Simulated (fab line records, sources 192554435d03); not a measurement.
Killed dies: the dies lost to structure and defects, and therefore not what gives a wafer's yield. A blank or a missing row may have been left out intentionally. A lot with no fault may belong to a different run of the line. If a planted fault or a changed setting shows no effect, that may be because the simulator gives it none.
Matching of chambers || flow n5 finfet || 4 sister chambers for N5_BEOL_M11_STRIP_67 on rie diel-02
The step strips in CF4. 4 wafers are shown with their chamber, then 7 later ones without.

WAFERS WITH THEIR CHAMBER
{"wafer": "L076.2", "chamber": 1, "drypump motor current A (A)": 5.98}
{"wafer": "L081.6", "chamber": 3, "drypump motor current A (A)": 6.15}
{"wafer": "L085.1", "chamber": 0, "drypump motor current A (A)": 5.49}
{"wafer": "L085.3", "chamber": 2, "drypump motor current A (A)": 5.95}

WAFERS WHOSE CHAMBER IS MISSING
{"wafer": "L085.6", "drypump motor current A (A)": 5.95}
{"wafer": "L089.2", "drypump motor current A (A)": 5.99}
{"wafer": "L089.5", "drypump motor current A (A)": 5.96}
{"wafer": "L089.6", "drypump motor current A (A)": 6.13}
{"wafer": "L088.1", "drypump motor current A (A)": 5.48}
{"wafer": "L088.3", "drypump motor current A (A)": 5.97}
{"wafer": "L088.6", "drypump motor current A (A)": 6.14}

WHICH CHAMBER EACH WENT THROUGH
{"wafer": "L085.6", "from the rows above": 2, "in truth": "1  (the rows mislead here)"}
{"wafer": "L089.2", "from the rows above": 1, "in truth": 1}
{"wafer": "L089.5", "from the rows above": "can't be placed: 2 or 1", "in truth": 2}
{"wafer": "L089.6", "from the rows above": 3, "in truth": 3}
{"wafer": "L088.1", "from the rows above": 0, "in truth": 0}
{"wafer": "L088.3", "from the rows above": "can't be placed: 1 or 2", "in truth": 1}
{"wafer": "L088.6", "from the rows above": 3, "in truth": 3}
4 of 7 placed correctly. Unplaceable from these rows: 2, with the true chamber sitting among the candidates in 2. Number placed wrongly: 1.
How it was worked out, from the rows above alone: a wafer's distance from a chamber is the root of the sum, over the readings, of the square of ((its reading less the chamber's mean) divided by the reading's scatter). If the next closest chamber is less than 2 further off than the closest, the wafer can't be placed; otherwise it belongs to the closest. Each chamber's mean is taken over the wafers shown for it. The scatter: root of mean squared gap, hidden wafer to nearest shown wafer, with one shown wafer a chamber.
